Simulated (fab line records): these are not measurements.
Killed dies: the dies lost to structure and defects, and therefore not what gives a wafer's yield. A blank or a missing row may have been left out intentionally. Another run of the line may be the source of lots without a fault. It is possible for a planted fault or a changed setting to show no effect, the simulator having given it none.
One fault through the eyes of 3 desks :: flow n5-finfet :: each desk has only its own numbers; what lay behind them comes last

== AT THE METROLOGY DESK ==
What the gauges read, lot by lot, whatever tool the lot ran on: means of the sampled wafers that have a number. Marked OUT: a lot whose mean sits more than 4 standard deviations from the usual mean, which makes it out of limits; the brackets give that distance. It has 12 readings; the 7 that lie furthest out on some lot are the ones shown.
Columns: A = cd-nm at N5_HKMG_FIN_CD_MEAS_12, usual 92.6 nm; B = NWFM_OVL at N5_HKMG_FIN_OVL_MEAS_13, usual 0.0 nm; C = DIBL_P at N5_BEOL_M4_RC_MEAS_101, usual 35.4 mV/V; D = ION_N at N5_BEOL_M4_RC_MEAS_101, usual 672 uA/um; E = ION_P at N5_BEOL_M4_RC_MEAS_101, usual 461 uA/um; F = VT_N at N5_BEOL_M4_RC_MEAS_101, usual 251 mV; G = VT_P at N5_BEOL_M4_RC_MEAS_101, usual -251 mV
lot: L756
first seen here: day 4 21:13
A: 93.6
B: 0.5
C: 36.4
D: 680
E: 459
F: 250
G: -252

lot: L758
first seen here: day 5 11:58
A: 92.9
B: -0.4
C: 36.3
D: 685
E: 472
F: 247
G: -245

lot: L761
first seen here: day 6 07:07
A: 92.3
B: 0.3
C: 33.0
D: 667
E: 459
F: 255
G: -252

lot: L762
first seen here: day 6 10:05
A: 92.3
B: 0.5
C: 35.0
D: 673
E: 461
F: 252
G: -250

lot: L771
first seen here: day 8 17:13
A: 92.4
B: -0.9
C: 35.9
D: 677
E: 470
F: 250
G: -247

lot: L773
first seen here: day 9 02:45
A: 92.2
B: 0.2
C: 35.4
D: 665
E: 452
F: 250
G: -256
This desk found nothing out of limits on any of the 6 lots.

== THE TOOL OWNER'S DESK: rie-diel-01 ==
The tool's own readings at N5_HKMG_FIN_ETCH_32 (etches SOC in N2/H2, target depth 240 nm, time 300 s): means of the sampled wafers that have a number, for each lot that ran on this tool. Marked OUT: a lot whose mean sits more than 4 standard deviations from the usual mean, which makes it out of limits; the brackets give that distance.
Columns: A = drypump-motor-current-A at N5_HKMG_FIN_ETCH_32, usual 5.6 A; B = oes-product-au at N5_HKMG_FIN_ETCH_32, usual 0.80 a.u.; C = rf-fwd-power-W at N5_HKMG_FIN_ETCH_32, usual 837.8 W; D = rf-vpp-V at N5_HKMG_FIN_ETCH_32, usual 524.3 V; E = showerhead-plenum-p-Torr at N5_HKMG_FIN_ETCH_32, usual 2.56 Torr; F = throttle-valve-pct at N5_HKMG_FIN_ETCH_32, usual 17.87 %
lot: L758
first seen here: day 5 12:09
A: 5.6
B: 0.78
C: 837.2
D: 522.6
E: 2.49
F: 17.82

lot: L761
first seen here: day 6 07:17
A: 5.7
B: 0.77
C: 904.0 (+25) OUT
D: 511.1 (-5.3) OUT
E: 2.50
F: 17.91

lot: L762
first seen here: day 6 10:22
A: 5.7
B: 0.77
C: 906.6 (+26) OUT
D: 510.6 (-5.5) OUT
E: 2.50
F: 17.97
This desk finds L761, L762 out of limits, L761 being first, at day 6 07:17 (rf-fwd-power-W at N5_HKMG_FIN_ETCH_32). L758 stayed within limits.

== THE DEFECT DESK ==
Lot by lot, what the route's inspections counted, given as the mean of those sampled wafers with a number. Marked OUT: a lot whose mean sits more than 4 standard deviations from the usual mean, which makes it out of limits; the brackets give that distance.
Columns: A = raw-defect-count at N5_HKMG_FIN_INSPECT_14, usual 1.9
lot: L756
first seen here: day 4 21:17
A: 2.3

lot: L758
first seen here: day 5 12:01
A: 1.7

lot: L761
first seen here: day 6 07:10
A: 1.0

lot: L762
first seen here: day 6 10:08
A: 2.7

lot: L771
first seen here: day 8 17:16
A: 2.3

lot: L773
first seen here: day 9 02:48
A: 1.3
This desk found nothing out of limits on any of the 6 lots.

== PUT TOGETHER ==
An alarm could have come from the tool owner's desk at day 6 07:17, on L761, L762.
At the metrology desk, nothing out of limits was observed.
Nothing out of limits was seen by the defect desk.
The metrology desk holds a record of L761, L762, inside its limits.
The defect desk has L761, L762 on record, within its limits.
N5_HKMG_FIN_ETCH_32 was run on rie-diel-01 by each of the lots named.

== WHAT THE SIMULATOR PUT IN ==
rie-diel-01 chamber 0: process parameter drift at N5_HKMG_FIN_ETCH_32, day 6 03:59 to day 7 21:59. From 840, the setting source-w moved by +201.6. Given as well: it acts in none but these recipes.
Struck lots among those shown: L761, L762.
How many hours passed from the start of the fault until each desk's first out-of-limits reading: the tool owner's desk, 3.
